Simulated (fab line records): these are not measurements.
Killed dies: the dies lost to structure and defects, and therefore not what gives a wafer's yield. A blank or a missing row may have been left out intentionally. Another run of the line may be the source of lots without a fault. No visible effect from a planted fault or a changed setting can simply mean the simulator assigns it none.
Split-lot study | flow n5Finfet | route with 1938 steps; 7 lots, 39 wafers read

SPLIT DETAILS
At N5_BEOL_M4_DESCUM_16 (chemistry O2, time 7 s), the setting timeS was moved away from the recipe's 7 s on 18 of the 39 wafers read, by -54.3% to +43.0%. For the rest of the wafers, this setting stayed at what the recipe calls for.

The file shows no step between the split and the reading.

THE READING
CAR-EUV_of_BEOL_M4_COAT_05.thkNm (the simulator's own value, which no gauge read), in nm, at N5_BEOL_M4_ETCH_74 (etches underlayer in N2/H2, target depth 6.5 nm, time 5.2 s). There is no usual value for it anywhere in the file. The 21 wafers here that ran the recipe average 20.4 nm, standard deviation 0.14 nm.

wafer  | tool, chamber at the split | timeS as run, s | against the recipe | CAR-EUV_of_BEOL_M4_COAT_05.thkNm, nm | against lot-mates on the recipe
L076.1 | rieDiel-06, 0              | 7               | recipe             | 20.4                                 | -
L076.3 | rieDiel-06, 1,3            | 7               | recipe             | 20.4                                 | -
L076.4 | rieDiel-06, 1,3            | 7               | recipe             | 20.4                                 | -
L076.2 | rieDiel-06, 3,1            | 9.076           | +29.7%             | 19.4                                 | -1.0
L076.5 | rieDiel-06, 0              | 9.076           | +29.7%             | 19.4                                 | -1.0
L076.6 | rieDiel-06, 3,1            | 9.076           | +29.7%             | 19.4                                 | -1.0
L079.1 | rieDiel-06, 3,0            | 7               | recipe             | 20.4                                 | -
L079.2 | rieDiel-06, 3,0            | 7               | recipe             | 20.2                                 | -
L079.3 | rieDiel-06, 1              | 7               | recipe             | 20.6                                 | -
L079.4 | rieDiel-06, 0              | 10.01           | +43.0%             | 18.8                                 | -1.6
L079.5 | rieDiel-06, 3,1            | 10.01           | +43.0%             | 18.8                                 | -1.6
L079.6 | rieDiel-06, 3,1            | 10.01           | +43.0%             | 19                                   | -1.4
L083.1 | rieDiel-06, 2              | 7               | recipe             | 20.2                                 | -
L083.6 | rieDiel-06, 2              | 7               | recipe             | 20.2                                 | -
L083.4 | rieDiel-06, 1              | 7               | recipe             | 20.4                                 | -
L084.1 | rieDiel-06, 0,2            | 7               | recipe             | 20.4                                 | -
L084.2 | rieDiel-06, 1,3,0          | 3.196           | -54.3%             | 22.6                                 | +2.1
L084.3 | rieDiel-06, 0,2            | 7               | recipe             | 20.6                                 | -
L084.6 | rieDiel-06, 3              | 7               | recipe             | 20.6                                 | -
L084.4 | rieDiel-06, 1,3,0          | 3.196           | -54.3%             | 22.4                                 | +1.9
L084.5 | rieDiel-06, 1,3,0          | 3.196           | -54.3%             | 22.4                                 | +1.9
L091.1 | rieDiel-06, 0,2,3          | 7               | recipe             | 20.2                                 | -
L091.2 | rieDiel-06, 0,2,3          | 7               | recipe             | 20.2                                 | -
L091.4 | rieDiel-06, 0,2,3          | 7               | recipe             | 20.2                                 | -
L091.3 | rieDiel-06, 1,0,3          | 3.991           | -43.0%             | 21.8                                 | +1.6
L091.5 | rieDiel-06, 1,0,3          | 3.991           | -43.0%             | 21.8                                 | +1.6
L091.6 | rieDiel-06, 1,0,3          | 3.991           | -43.0%             | 21.8                                 | +1.6
L094.1 | rieDiel-06, 0,1,3          | 7               | recipe             | 20.2                                 | -
L094.5 | rieDiel-06, 0,1,3          | 7               | recipe             | 20.2                                 | -
L094.2 | rieDiel-06, 3,1            | 9.04            | +29.1%             | 19.2                                 | -1.1
L094.6 | rieDiel-06, 0              | 9.04            | +29.1%             | 19.2                                 | -1.1
L094.3 | rieDiel-06, 3,1            | 9.04            | +29.1%             | 19.4                                 | -0.9
L094.4 | rieDiel-06, 0,1,3          | 7               | recipe             | 20.4                                 | -
L096.1 | rieDiel-03, 1              | 9.381           | +34.0%             | 19.2                                 | -1.2
L096.6 | rieDiel-03, 0              | 9.381           | +34.0%             | 19.2                                 | -1.2
L096.2 | rieDiel-03, 2,3,0          | 7               | recipe             | 20.4                                 | -
L096.3 | rieDiel-03, 2,3,0          | 7               | recipe             | 20.4                                 | -
L096.4 | rieDiel-03, 2,3,0          | 7               | recipe             | 20.4                                 | -
L096.5 | rieDiel-03, 3              | 9.381           | +34.0%             | 19.4                                 | -1.0
Where a row lists several chambers, the file gives one row for several wafers and doesn't say which wafer went through which chamber.

FIT RESULTS
A straight line over all 39 wafers: CAR-EUV_of_BEOL_M4_COAT_05.thkNm changes by -0.0355 nm for each +1% of timeS; r = -0.99; the points scatter about the line by 0.14 nm.
The same after taking each lot's own level away (the mean of its wafers on the recipe; 39 wafers): -0.0354 nm for each +1%; r = -1.00; scatter 0.09 nm.
That fit puts the effect of the largest move of timeS on the reading at 1.9 nm.
Measured against the standard deviation above, the lots' own levels, which go from 20.20 to 20.53 nm, span 2.4 times it.
The two slopes are in agreement: the lot-to-lot level therefore moves the slope only a little.
Check: for one of the wafers moved furthest among these (-54.3%), held out of the fit, the line's prediction against its lot-mates is +1.92 nm. Against them it came out at +2.07 nm.

THE OTHER SPLITS THESE WAFERS WENT THROUGH
Other splits were also applied to these wafers ahead of the reading. Each is held against what the fit with the lots' levels taken away leaves over:
other split on the same wafers       | wafers away from the commonest value | r with CAR-EUV_of_BEOL_M4_COAT_05.thkNm (lot level and that fit taken away)
N5_FIN_SAQP_SPACER1_ALD_24 aldCycles | 15                                   | -0.10
N5_MOL_CONTACT_COAG_ALD_27 aldCycles | 15                                   | -0.03
N5_BEOL_M3_VIA_ETCH_34 targetDepthA  | 18                                   | +0.02

THE WHOLE CHAIN: every reading that the file lists as answering this split, in the file's order
step                 | what it does                                                | reading                                                                           | change (the file's fit)                | r (the file's)
N5_BEOL_M4_DESCUM_16 | chemistry O2, time 7 s                                      | CAR-EUV_of_BEOL_M4_COAT_05.thkNm (the simulator's own value, which no gauge read) | -0.0358 nm for each +1% of the setting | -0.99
N5_BEOL_M4_ETCH_74   | etches underlayer in N2/H2, target depth 6.5 nm, time 5.2 s | CAR-EUV_of_BEOL_M4_COAT_05.thkNm (the simulator's own value, which no gauge read) | -0.0354 nm for each +1% of the setting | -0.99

FILE'S OWN FIT
CAR-EUV_of_BEOL_M4_COAT_05.thkNm changes by -0.0354 nm for each +1% of timeS, r = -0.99.
